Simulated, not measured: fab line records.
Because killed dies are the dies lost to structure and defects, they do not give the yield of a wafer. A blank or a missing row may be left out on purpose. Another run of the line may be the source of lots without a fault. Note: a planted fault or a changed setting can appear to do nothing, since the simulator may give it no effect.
Problem report, 8D (eight disciplines) form, completed by code / flow n5 finfet / the parts of the form that need people (team, actions taken, sign-off) are left out

## 1. THE ISSUE
At N5_BEOL_M0_SAQP_COAT_87, spin speed rpm averages 1607.5 rpm over 6 wafers from 2 lots, while fault-free wafers read 1500.1 rpm, standard deviation 1.2. That puts it +90 standard deviations away from the usual mean.
The step: time 60 s, resist thk 5 nm.
Earliest sighting: wafer L837.2 on litho track-01 at day 6 23:50. The record holds 18 wafers of 6 lots with a number at this step. The rule behind "out" and "out of limits": a value lying over 4 standard deviations away from the usual mean. The other wafers with a number count as sound.

## 2. WHAT THIS IS AND IS NOT
question=which readings at this step | is=spin speed rpm | is not=chill plate temp C
question=which lots | is=L837, L838 | is not=L831, L845, L849, L853
question=which wafers of those lots | is=all that have a number | is not=-
question=read on which tools | is=litho track-01 | is not=litho track-03, litho track-05
question=when | is=from day 6 23:50 | is not=up to then (3 sound wafers); but 9 sound wafers of L845, L849, L853 came after

## 3. THE SUSPECTS, EACH WITH WHAT RULES IT OUT
Counting: a tool at any process step up to the reading remains a suspect when it ran all the lots that are out and ran no sound lot after the first of those.
- litho track-01 at N5_BEOL_M0_SAQP_COAT_87 (time 60 s, resist thk 5 nm): ruled out as a lasting fault. Sound lots L849 ran on it after its first lot that is out, L837 (day 6 23:50).
Left after counting: nothing in the record.

## 4. THE CAUSE (what the simulator had put in)
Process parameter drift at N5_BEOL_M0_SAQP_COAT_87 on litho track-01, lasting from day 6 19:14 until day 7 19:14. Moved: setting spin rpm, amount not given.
Counting ruled it out, wrongly.

## 5. THE CHAIN OF EFFECTS, in route order
Each row: a reading whose mean over the struck wafers that have a number lies more than 3 standard deviations from the usual. Only readings for which the record gives a usual standard deviation are gone through. hours: the time from each lot's start at the first step in this table that gives one to its start at this step, as a median over the lots. sigmas: the change in usual standard deviations.
hours=0; step=N5_BEOL_M0_SAQP_COAT_87; reading=spin speed rpm; usual=1500.1 rpm; on struck wafers=1607.5; change=+107.4; sigmas=+90
Process steps it contains:
- N5_BEOL_M0_SAQP_COAT_87: time 60 s, resist thk 5 nm.
Later steps that measure or inspect, where all struck wafers having a row at the step show a number for every such reading and not one has moved that far: N5_BEOL_M0_SAQP_CD_MEAS_40, N5_BEOL_M0_SAQP_OVL_MEAS_41, N5_BEOL_M0_SAQP_INSPECT_42, N5_BEOL_M4_RC_MEAS_101.

## 6. HOW IT WOULD HAVE BEEN CAUGHT EARLIER
In this record the first reading out of limits was taken at day 6 23:50, 5 hours after the fault began at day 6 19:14.
